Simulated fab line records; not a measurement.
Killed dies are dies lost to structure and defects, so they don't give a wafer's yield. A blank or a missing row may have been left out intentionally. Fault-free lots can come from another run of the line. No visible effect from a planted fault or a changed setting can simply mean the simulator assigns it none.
The same fault as seen by 3 desks || flow n5_finfet || each desk has only its own numbers; what lay behind them comes last

## THE DEFECT DESK
What the inspections along the route counted, lot by lot: means of the sampled wafers that have a number. Marked OUT: a lot whose mean sits more than 4 standard deviations from the usual mean, which makes it out of limits; the brackets give that distance.
Columns: A = raw_defect_count at N5_BEOL_M0_SAQP_INSPECT_42, usual 291
{"lot": "L732", "first seen here": "day 7 14:58", "A": 274}
{"lot": "L738", "first seen here": "day 8 22:43", "A": 376}
{"lot": "L740", "first seen here": "day 9 13:04", "A": 291}
{"lot": "L744", "first seen here": "day 10 21:56", "A": 221}
{"lot": "L746", "first seen here": "day 11 00:50", "A": 276}
{"lot": "L748", "first seen here": "day 11 12:22", "A": 292}
Finding of this desk: none of the 6 lots has anything out of limits.

## THE METROLOGY DESK
What the gauges read, lot by lot, whatever tool the lot ran on: means of the sampled wafers that have a number. Marked OUT: a lot whose mean sits more than 4 standard deviations from the usual mean, which makes it out of limits; the brackets give that distance.
Columns: A = cd_nm at N5_BEOL_M0_SAQP_CD_MEAS_29, usual 15.02 nm; B = cd_nm at N5_BEOL_M0_SAQP_CD_MEAS_40, usual 29.93 nm; C = M0_CUT1_OVL at N5_BEOL_M0_SAQP_OVL_MEAS_41, usual -0.5 nm
{"lot": "L732", "first seen here": "day 7 14:26", "A": 15.17, "B": 30.06, "C": -1.9}
{"lot": "L738", "first seen here": "day 8 22:19", "A": 15.05, "B": 29.98, "C": -1.0}
{"lot": "L740", "first seen here": "day 9 12:40", "A": 14.99, "B": 29.93, "C": -0.4}
{"lot": "L744", "first seen here": "day 10 21:32", "A": 14.89, "B": 29.97, "C": -0.3}
{"lot": "L746", "first seen here": "day 11 00:19", "A": 15.22, "B": 30.04, "C": -0.1}
{"lot": "L748", "first seen here": "day 11 11:51", "A": 14.88, "B": 29.82, "C": -0.4}
Finding of this desk: none of the 6 lots has anything out of limits.

## FOR THE TOOL OWNER'S DESK: litho_track-02
The tool's own readings at N5_BEOL_M0_SAQP_COAT_34 (resist thk 30 nm): means of the sampled wafers that have a number, for each lot that ran on this tool. Marked OUT: a lot whose mean sits more than 4 standard deviations from the usual mean, which makes it out of limits; the brackets give that distance.
Columns: A = chill_plate_temp_C at N5_BEOL_M0_SAQP_COAT_34, usual 23.00 C; B = spin_speed_rpm at N5_BEOL_M0_SAQP_COAT_34, usual 1499.9 rpm
{"lot": "L738", "first seen here": "day 8 22:22", "A": 23.04, "B": 1501.5}
{"lot": "L740", "first seen here": "day 9 12:43", "A": 23.01, "B": "1671.2 (+99 or more) OUT"}
{"lot": "L744", "first seen here": "day 10 21:35", "A": 23.09, "B": "1670.0 (+99 or more) OUT"}
This desk's finding: out of limits on L740, L744; first on L740, day 9 12:43 (spin_speed_rpm at N5_BEOL_M0_SAQP_COAT_34). Within limits: L738.

## ALL TOGETHER
The tool owner's desk had the chance to raise an alarm at day 9 12:43 on L740, L744.
Nothing out of limits was seen by the defect desk.
At the metrology desk, nothing out of limits was observed.
The defect desk has L740, L744 on record, within its limits.
The metrology desk has L740, L744 on record, within its limits.
On litho_track-02, each named lot ran N5_BEOL_M0_SAQP_COAT_34.

## WHAT HAD BEEN PUT IN BY THE SIMULATOR
Drift in process parameters on litho_track-02 at N5_BEOL_M0_SAQP_COAT_34, starting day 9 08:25. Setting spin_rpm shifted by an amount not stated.
Struck lots among those shown: L740, L744.
How many hours passed from the start of the fault until each desk's first out-of-limits reading: the tool owner's desk, 4.
